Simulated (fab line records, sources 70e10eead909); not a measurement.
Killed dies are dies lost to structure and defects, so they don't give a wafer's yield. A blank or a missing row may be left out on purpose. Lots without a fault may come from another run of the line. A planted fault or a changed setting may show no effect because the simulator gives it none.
Which tool did it? | flow nand_harc | 24 lots, 72 wafers sampled, at 6 steps of a route of 1159

WHAT THE GAUGES READ, wafer by wafer
The record holds no reading of a measuring or inspecting step that can be judged against a usual standard deviation.

WHICH TOOL RAN EACH LOT (tool, then ch and the chambers of the sampled wafers, then the start)
lot  | NHARC_A_STAIRCASE_TRIM_193     | NHARC_A_STAIRCASE_ETCH_197     | NHARC_A_STAIRCASE_ETCH_199     | NHARC_A_STAIRCASE_TRIM_222     | NHARC_A_STAIRCASE_TRIM_224     | NHARC_A_STAIRCASE_ETCH_234
L074 | rie_diel-08 ch 2,3, no start   | rie_diel-13 ch 0,3, no start   | rie_diel-13 ch 0,1,3, no start | rie_diel-05 ch 2,3, no start   | rie_diel-05 ch 2,3, no start   | rie_diel-05 ch 0,1,2, no start
L075 | rie_diel-08 ch 0,2,3, no start | rie_diel-05 ch 0,2,3, no start | rie_diel-05 ch 1,2,3, no start | rie_diel-08 ch 0,1,3, no start | rie_diel-08 ch 0,1,3, no start | rie_diel-08 ch 0,1,2, no start
L077 | rie_diel-13 ch 1,2,3, no start | rie_diel-13 ch 0,2,3, no start | rie_diel-13 ch 0,2,3, no start | rie_diel-08 ch 0,1, no start   | rie_diel-08 ch 0,3, no start   | rie_diel-08 ch 0,1,3, no start
L078 | rie_diel-13 ch 1,3, no start   | rie_diel-13 ch 1,2, no start   | rie_diel-13 ch 1,2, no start   | rie_diel-08 ch 1,2,3, no start | rie_diel-08 ch 1,2,3, no start | rie_diel-08 ch 1,3, no start
L076 | rie_diel-08 ch 0,1, no start   | rie_diel-13 ch 0,1, no start   | rie_diel-13 ch 0,1, no start   | rie_diel-13 ch 1,2,3, no start | rie_diel-13 ch 1,3, no start   | rie_diel-13 ch 0,2,3, no start
L079 | rie_diel-05 ch 0,2,3, no start | rie_diel-05 ch 0,2,3, no start | rie_diel-05 ch 0,2,3, no start | rie_diel-13 ch 0,1,3, no start | rie_diel-13 ch 0,1,3, no start | rie_diel-08 ch 1,2,3, no start
L080 | rie_diel-08 ch 2,3, no start   | rie_diel-05 ch 1,2, no start   | rie_diel-05 ch 1,3, no start   | rie_diel-05 ch 0,1,3, no start | rie_diel-05 ch 0,1, no start   | rie_diel-05 ch 0,2,3, no start
L082 | rie_diel-13 ch 0,1,3, no start | rie_diel-08 ch 0,2, no start   | rie_diel-08 ch 0,3, no start   | rie_diel-08 ch 2,3, no start   | rie_diel-08 ch 2,3, no start   | rie_diel-08 ch 0,2,3, no start
L081 | rie_diel-05 ch 1,2, no start   | rie_diel-13 ch 1,2,3, no start | rie_diel-13 ch 0,2,3, no start | rie_diel-13 ch 0,1, no start   | rie_diel-13 ch 0,1, no start   | rie_diel-13 ch 1,2, no start
L083 | rie_diel-05 ch 1,2, no start   | rie_diel-05 ch 1,2, no start   | rie_diel-05 ch 0,3, no start   | rie_diel-13 ch 1,2,3, no start | rie_diel-13 ch 0,2,3, no start | rie_diel-05 ch 0,3, no start
L084 | rie_diel-13 ch 0,1, no start   | rie_diel-13 ch 0,1, no start   | rie_diel-13 ch 0,2,3, no start | rie_diel-05 ch 0,1,2, no start | rie_diel-05 ch 0,2,3, no start | rie_diel-05 ch 0,1, no start
L086 | rie_diel-08 ch 1,2,3, no start | rie_diel-08 ch 0,1,2, no start | rie_diel-08 ch 0,3, no start   | rie_diel-05 ch 1,2,3, no start | rie_diel-05 ch 0,2,3, no start | rie_diel-05 ch 0,3, no start
L085 | rie_diel-05 ch 0,1,3, no start | rie_diel-08 ch 0,2,3, no start | rie_diel-08 ch 0,2,3, no start | rie_diel-08 ch 0,3, no start   | rie_diel-08 ch 1,2, no start   | rie_diel-08 ch 1,2,3, no start
L087 | rie_diel-05 ch 0,3, no start   | rie_diel-08 ch 0,2,3, no start | rie_diel-08 ch 0,3, no start   | rie_diel-13 ch 0,1,2, no start | rie_diel-13 ch 1,2,3, no start | rie_diel-08 ch 0,1,3, no start
L089 | rie_diel-13 ch 0,2,3, no start | rie_diel-08 ch 0,1,3, no start | rie_diel-08 ch 0,3, no start   | rie_diel-05 ch 0,1,3, no start | rie_diel-05 ch 0,1,3, no start | rie_diel-08 ch 0,2,3, no start
L090 | rie_diel-08 ch 2,3, no start   | rie_diel-08 ch 0,1,3, no start | rie_diel-08 ch 0,1,3, no start | rie_diel-08 ch 1,2, no start   | rie_diel-08 ch 1,2, no start   | rie_diel-13 ch 0,2,3, no start
L091 | rie_diel-05 ch 1,2,3, no start | rie_diel-05 ch 0,1, no start   | rie_diel-05 ch 0,3, no start   | rie_diel-08 ch 1,3, no start   | rie_diel-08 ch 2,3, no start   | rie_diel-08 ch 1,2,3, no start
L088 | rie_diel-13 ch 0,3, no start   | rie_diel-13 ch 2,3, no start   | rie_diel-13 ch 0,2,3, no start | rie_diel-13 ch 0,1, no start   | rie_diel-13 ch 0,3, no start   | rie_diel-08 ch 0,2, no start
L095 | rie_diel-13 ch 0,3, no start   | rie_diel-05 ch 2,3, no start   | rie_diel-05 ch 0,2,3, no start | rie_diel-05 ch 0,1,3, no start | rie_diel-05 ch 1,2, no start   | rie_diel-08 ch 1,2,3, no start
L093 | rie_diel-13 ch 1,2,3, no start | rie_diel-08 ch 1,2,3, no start | rie_diel-08 ch 0,1,3, no start | rie_diel-13 ch 0,2,3, no start | rie_diel-13 ch 1,2,3, no start | rie_diel-08 ch 0,1,3, no start
L094 | rie_diel-08 ch 0,1,2, no start | rie_diel-08 ch 0,1, no start   | rie_diel-08 ch 0,1,3, no start | rie_diel-05 ch 0,2,3, no start | rie_diel-05 ch 0,1,3, no start | rie_diel-08 ch 1,3, no start
L092 | rie_diel-13 ch 1,2, no start   | rie_diel-13 ch 0,1,3, no start | rie_diel-13 ch 0,1,3, no start | rie_diel-13 ch 0,1, no start   | rie_diel-13 ch 2,3, no start   | rie_diel-05 ch 2,3, no start
L096 | rie_diel-05 ch 1,2, no start   | rie_diel-13 ch 2,3, no start   | rie_diel-13 ch 0,2, no start   | rie_diel-05 ch 0,3, no start   | rie_diel-05 ch 0,1,3, no start | rie_diel-08 ch 1,2,3, no start
L097 | rie_diel-05 ch 0,2,3, no start | rie_diel-05 ch 1,2, no start   | rie_diel-05 ch 0,3, no start   | rie_diel-05 ch 0,2,3, no start | rie_diel-05 ch 0,1, no start   | rie_diel-13 ch 0,3, no start
- NHARC_A_STAIRCASE_TRIM_193: chemistry O2, time 211.2 s.
- NHARC_A_STAIRCASE_ETCH_197: etches the open film in C4F8/O2, target depth 100 nm, time 40.5 s.
- NHARC_A_STAIRCASE_ETCH_199: etches the open film in C4F8/O2, target depth 100 nm, time 40.5 s.
- NHARC_A_STAIRCASE_TRIM_222: chemistry O2, time 211.2 s.
- NHARC_A_STAIRCASE_TRIM_224: chemistry O2, time 211.2 s.
- NHARC_A_STAIRCASE_ETCH_234: etches the open film in C4F8/O2, target depth 100 nm, time 40.5 s.

WHAT THE TOOLS THEMSELVES READ (means of the sampled wafers that have a number; where no wafer has one, the mark that the record gives instead)
NHARC_A_STAIRCASE_TRIM_193. Usual: drypump_motor_current_A 5.92 A, standard deviation 0.3; oes_product_au 0.999 a.u., standard deviation 0.0074; rf_vpp_V 57.9 V, standard deviation 0.85; showerhead_plenum_p_Torr 3.58 Torr, standard deviation 0.13; throttle_valve_pct 17.037 %, standard deviation 0.009.
lot  | tool        | drypump_motor_current_A (A) | oes_product_au (a.u.) | rf_vpp_V (V) | showerhead_plenum_p_Torr (Torr) | throttle_valve_pct (%) | flag
L074 | rie_diel-08 | 5.63                        | 0.998                 | 57.9         | 3.40                            | 17.039                 |
L075 | rie_diel-08 | 5.78                        | 0.997                 | 57.6         | 3.50                            | 17.040                 |
L077 | rie_diel-13 | 6.12                        | 1.004                 | 57.9         | 3.56                            | 17.035                 |
L078 | rie_diel-13 | 6.30                        | 1.004                 | 57.7         | 3.59                            | 17.039                 |
L076 | rie_diel-08 | 5.72                        | 0.997                 | 58.1         | 3.66                            | 17.041                 |
L079 | rie_diel-05 | 6.00                        | 1.012                 | 58.0         | 3.62                            | 17.038                 |
L080 | rie_diel-08 | 5.62                        | 0.988                 | 57.4         | 3.39                            | 17.044                 |
L082 | rie_diel-13 | 6.15                        | 0.992                 | 58.0         | 3.64                            | 17.029                 |
L081 | rie_diel-05 | 5.81                        | 1.002                 | 57.9         | 3.65                            | 17.033                 |
L083 | rie_diel-05 | 5.81                        | 1.000                 | 58.4         | 3.65                            | 17.042                 |
L084 | rie_diel-13 | 6.01                        | 0.998                 | 58.6         | 3.68                            | 17.038                 |
L086 | rie_diel-08 | 5.50                        | 1.006                 | 57.4         | 3.47                            | 17.036                 |
L085 | rie_diel-05 | 6.07                        | 1.004                 | 58.1         | 3.67                            | 17.045                 |
L087 | rie_diel-05 | 6.16                        | 1.003                 | 57.8         | 3.68                            | 17.027                 |
L089 | rie_diel-13 | 6.01                        | 0.996                 | 58.1         | 3.66                            | 17.036                 |
L090 | rie_diel-08 | 5.64                        | 0.998                 | 57.0         | 3.38                            | 17.041                 |
L091 | rie_diel-05 | 5.93                        | 0.998                 | 57.4         | 3.59                            | 17.035                 |
L088 | rie_diel-13 | 6.17                        | 1.003                 | 58.2         | 3.69                            | 17.035                 |
L095 | rie_diel-13 | 6.04                        | 1.001                 | 58.1         | 3.74                            | 17.039                 |
L093 | rie_diel-13 | 6.11                        | 0.996                 | 57.4         | 3.54                            | 17.036                 |
L094 | rie_diel-08 | 5.60                        | 0.994                 | 57.9         | 3.54                            | 17.038                 |
L092 | rie_diel-13 | 6.11                        | 0.999                 | 57.7         | 3.47                            | 17.032                 |
L096 | rie_diel-05 | 5.71                        | 0.999                 | 57.5         | 3.58                            | 17.031                 |
L097 | rie_diel-05 | 5.99                        | 0.996                 | 58.4         | 3.60                            | 17.045                 |

NHARC_A_STAIRCASE_ETCH_197. Usual: oes_product_au 0.948 a.u., standard deviation 0.016; rf_vpp_V 897 V, standard deviation 5.
lot  | tool        | oes_product_au (a.u.) | rf_vpp_V (V) | flag
L074 | rie_diel-13 | 0.926                 | 891          |
L075 | rie_diel-05 | 0.971                 | 900          |
L077 | rie_diel-13 | 0.935                 | 895          |
L078 | rie_diel-13 | 0.943                 | 895          |
L076 | rie_diel-13 | 0.946                 | 889          |
L079 | rie_diel-05 | 0.941                 | 899          |
L080 | rie_diel-05 | 0.947                 | 901          |
L082 | rie_diel-08 | 0.956                 | 897          |
L081 | rie_diel-13 | 0.970                 | 896          |
L083 | rie_diel-05 | 0.956                 | 898          |
L084 | rie_diel-13 | 0.938                 | 901          |
L086 | rie_diel-08 | 0.934                 | 897          |
L085 | rie_diel-08 | 0.973                 | 894          |
L087 | rie_diel-08 | 0.976                 | 895          |
L089 | rie_diel-08 | 0.951                 | 896          |
L090 | rie_diel-08 | 0.949                 | 897          |
L091 | rie_diel-05 | 0.939                 | 902          |
L088 | rie_diel-13 | 0.944                 | 898          |
L095 | rie_diel-05 | 0.949                 | 895          |
L093 | rie_diel-08 | 0.965                 | 894          |
L094 | rie_diel-08 | 0.929                 | 899          |
L092 | rie_diel-13 | 0.930                 | 899          |
L096 | rie_diel-13 | 0.968                 | 899          |
L097 | rie_diel-05 | 0.947                 | 900          |

NHARC_A_STAIRCASE_ETCH_199. Usual: oes_product_au 0.943 a.u., standard deviation 0.01; rf_vpp_V 897 V, standard deviation 5.1.
lot  | tool        | oes_product_au (a.u.) | rf_vpp_V (V) | flag
L074 | rie_diel-13 | 0.938                 | 894          |
L075 | rie_diel-05 | 0.947                 | 899          |
L077 | rie_diel-13 | 0.947                 | 895          |
L078 | rie_diel-13 | 0.945                 | 894          |
L076 | rie_diel-13 | 0.944                 | 889          |
L079 | rie_diel-05 | 0.938                 | 899          |
L080 | rie_diel-05 | 0.931                 | 901          |
L082 | rie_diel-08 | 0.949                 | 899          |
L081 | rie_diel-13 | 0.961                 | 902          |
L083 | rie_diel-05 | 0.928                 | 902          |
L084 | rie_diel-13 | 0.950                 | 900          |
L086 | rie_diel-08 | 0.938                 | 898          |
L085 | rie_diel-08 | 0.956                 | 894          |
L087 | rie_diel-08 | 0.949                 | 896          |
L089 | rie_diel-08 | 0.947                 | 895          |
L090 | rie_diel-08 | 0.938                 | 898          |
L091 | rie_diel-05 | 0.939                 | 901          |
L088 | rie_diel-13 | 0.939                 | 901          |
L095 | rie_diel-05 | 0.941                 | 899          |
L093 | rie_diel-08 | 0.937                 | 897          |
L094 | rie_diel-08 | 0.935                 | 898          |
L092 | rie_diel-13 | 0.933                 | 899          |
L096 | rie_diel-13 | 0.955                 | 899          |
L097 | rie_diel-05 | 0.944                 | 900          |

NHARC_A_STAIRCASE_TRIM_222. Usual: drypump_motor_current_A 5.9 A, standard deviation 0.31; oes_product_au 0.998 a.u., standard deviation 0.0066; rf_vpp_V 57.9 V, standard deviation 0.96; showerhead_plenum_p_Torr 3.58 Torr, standard deviation 0.13; throttle_valve_pct 17.036 %, standard deviation 0.0096.
lot  | tool        | drypump_motor_current_A (A) | oes_product_au (a.u.) | rf_vpp_V (V) | showerhead_plenum_p_Torr (Torr) | throttle_valve_pct (%) | flag
L074 | rie_diel-05 | 6.1                         | 0.999                 | 56.7         | 3.56                            | 17.039                 |
L075 | rie_diel-08 | 5.6                         | 1.003                 | 57.9         | 3.58                            | 17.036                 |
L077 | rie_diel-08 | 5.7                         | 0.997                 | 58.6         | 3.66                            | 17.025                 |
L078 | rie_diel-08 | 5.5                         | 0.999                 | 57.1         | 3.48                            | 17.034                 |
L076 | rie_diel-13 | 6.2                         | 0.999                 | 57.9         | 3.56                            | 17.032                 |
L079 | rie_diel-13 | 6.1                         | 1.002                 | 57.7         | 3.46                            | 17.036                 |
L080 | rie_diel-05 | 6.1                         | 0.997                 | 58.5         | 3.67                            | 17.036                 |
L082 | rie_diel-08 | 5.6                         | 0.997                 | 57.0         | 3.42                            | 17.038                 |
L081 | rie_diel-13 | 6.0                         | 0.994                 | 58.1         | 3.69                            | 17.045                 |
L083 | rie_diel-13 | 6.1                         | 1.001                 | 58.6         | 3.55                            | 17.040                 |
L084 | rie_diel-05 | 5.9                         | 0.995                 | 57.4         | 3.66                            | 17.034                 |
L086 | rie_diel-05 | 5.9                         | 0.997                 | 57.9         | 3.60                            | 17.033                 |
L085 | rie_diel-08 | 5.8                         | 0.995                 | 58.1         | 3.51                            | 17.030                 |
L087 | rie_diel-13 | 6.0                         | 1.003                 | 57.1         | 3.59                            | 17.032                 |
L089 | rie_diel-05 | 6.1                         | 0.999                 | 57.8         | 3.66                            | 17.044                 |
L090 | rie_diel-08 | 5.5                         | 0.993                 | 56.7         | 3.44                            | 17.040                 |
L091 | rie_diel-08 | 5.5                         | 0.997                 | 57.7         | 3.49                            | 17.042                 |
L088 | rie_diel-13 | 6.1                         | 0.996                 | 58.5         | 3.55                            | 17.039                 |
L095 | rie_diel-05 | 6.1                         | 0.993                 | 58.7         | 3.66                            | 17.032                 |
L093 | rie_diel-13 | 6.0                         | 0.990                 | 57.8         | 3.66                            | 17.040                 |
L094 | rie_diel-05 | 6.0                         | 0.993                 | 58.6         | 3.60                            | 17.046                 |
L092 | rie_diel-13 | 6.0                         | 0.994                 | 58.2         | 3.67                            | 17.042                 |
L096 | rie_diel-05 | 6.2                         | 0.987                 | 58.0         | 3.61                            | 17.035                 |
L097 | rie_diel-05 | 6.0                         | 0.999                 | 58.3         | 3.60                            | 17.031                 |

NHARC_A_STAIRCASE_TRIM_224. Usual: drypump_motor_current_A 5.9 A, standard deviation 0.31; oes_product_au 0.998 a.u., standard deviation 0.0077; rf_vpp_V 57.9 V, standard deviation 0.87; showerhead_plenum_p_Torr 3.58 Torr, standard deviation 0.13; throttle_valve_pct 17.035 %, standard deviation 0.0098.
lot  | tool        | drypump_motor_current_A (A) | oes_product_au (a.u.) | rf_vpp_V (V) | showerhead_plenum_p_Torr (Torr) | throttle_valve_pct (%) | flag
L074 | rie_diel-05 | 5.8                         | 1.010                 | 58.7         | 3.56                            | 17.028                 |
L075 | rie_diel-08 | 5.6                         | 0.997                 | 57.9         | 3.58                            | 17.037                 |
L077 | rie_diel-08 | 5.8                         | 1.002                 | 57.1         | 3.53                            | 17.030                 |
L078 | rie_diel-08 | 5.5                         | 0.997                 | 57.9         | 3.48                            | 17.036                 |
L076 | rie_diel-13 | 6.2                         | 1.001                 | 57.6         | 3.52                            | 17.043                 |
L079 | rie_diel-13 | 6.2                         | 1.000                 | 57.1         | 3.46                            | 17.047                 |
L080 | rie_diel-05 | 6.0                         | 1.005                 | 58.1         | 3.73                            | 17.033                 |
L082 | rie_diel-08 | 5.6                         | 0.994                 | 58.5         | 3.39                            | 17.034                 |
L081 | rie_diel-13 | 6.1                         | 1.003                 | 57.3         | 3.56                            | 17.037                 |
L083 | rie_diel-13 | 6.0                         | 1.002                 | 57.6         | 3.67                            | 17.039                 |
L084 | rie_diel-05 | 6.0                         | 1.003                 | 57.0         | 3.61                            | 17.041                 |
L086 | rie_diel-05 | 6.0                         | 1.000                 | 58.4         | 3.61                            | 17.037                 |
L085 | rie_diel-08 | 5.5                         | 0.996                 | 57.2         | 3.45                            | 17.034                 |
L087 | rie_diel-13 | 6.1                         | 1.004                 | 58.1         | 3.54                            | 17.038                 |
L089 | rie_diel-05 | 6.1                         | 1.000                 | 58.4         | 3.66                            | 17.036                 |
L090 | rie_diel-08 | 5.3                         | 0.995                 | 57.9         | 3.53                            | 17.037                 |
L091 | rie_diel-08 | 5.6                         | 1.001                 | 58.0         | 3.38                            | 17.043                 |
L088 | rie_diel-13 | 6.0                         | 0.995                 | 57.8         | 3.75                            | 17.038                 |
L095 | rie_diel-05 | 5.7                         | 1.002                 | 58.6         | 3.58                            | 17.038                 |
L093 | rie_diel-13 | 6.2                         | 0.992                 | 58.0         | 3.54                            | 17.037                 |
L094 | rie_diel-05 | 6.1                         | 0.984                 | 58.5         | 3.66                            | 17.042                 |
L092 | rie_diel-13 | 6.1                         | 0.998                 | 57.5         | 3.61                            | 17.035                 |
L096 | rie_diel-05 | 6.1                         | 0.987                 | 59.2         | 3.66                            | 17.034                 |
L097 | rie_diel-05 | 6.0                         | 0.993                 | 58.8         | 3.70                            | 17.031                 |

NHARC_A_STAIRCASE_ETCH_234. Usual: oes_product_au 0.940 a.u., standard deviation 0.0095; rf_vpp_V 896 V, standard deviation 4.8.
lot  | tool        | oes_product_au (a.u.) | rf_vpp_V (V) | flag
L074 | rie_diel-05 | 0.938                 | 902          |
L075 | rie_diel-08 | 0.940                 | 897          |
L077 | rie_diel-08 | 0.941                 | 897          |
L078 | rie_diel-08 | 0.935                 | 895          |
L076 | rie_diel-13 | 0.944                 | 895          |
L079 | rie_diel-08 | 0.938                 | 895          |
L080 | rie_diel-05 | 0.954                 | 899          |
L082 | rie_diel-08 | 0.943                 | 895          |
L081 | rie_diel-13 | 0.929                 | 894          |
L083 | rie_diel-05 | 0.955                 | 902          |
L084 | rie_diel-05 | 0.940                 | 904          |
L086 | rie_diel-05 | 0.947                 | 900          |
L085 | rie_diel-08 | 0.930                 | 894          |
L087 | rie_diel-08 | 0.929                 | 898          |
L089 | rie_diel-08 | 0.941                 | 894          |
L090 | rie_diel-13 | 0.944                 | 901          |
L091 | rie_diel-08 | 0.941                 | 894          |
L088 | rie_diel-08 | 0.936                 | 898          |
L095 | rie_diel-08 | 0.928                 | 893          |
L093 | rie_diel-08 | 0.933                 | 898          |
L094 | rie_diel-08 | 0.945                 | 896          |
L092 | rie_diel-05 | 0.940                 | 897          |
L096 | rie_diel-08 | 0.948                 | 893          |
L097 | rie_diel-13 | 0.941                 | 902          |

THE ANSWER, worked out from the rows above alone
Rule: a lot is off if the mean of its wafers that have a number lies more than 3 standard deviations from the usual mean. A lot without any number at a reading at which 4 lots or more have one is off too. The other lots that the step has rows for count as sound. The gauges are gone through in route order, then the tools' own readings, and for those a lot's mean is taken as printed above. The first step at which some lot is off is used, and at that step the reading that is off furthest; a lot without a number counts as furthest.
No lot is off at any reading shown: from this, nothing can be told.

WHAT THE SIMULATOR HAD PUT IN
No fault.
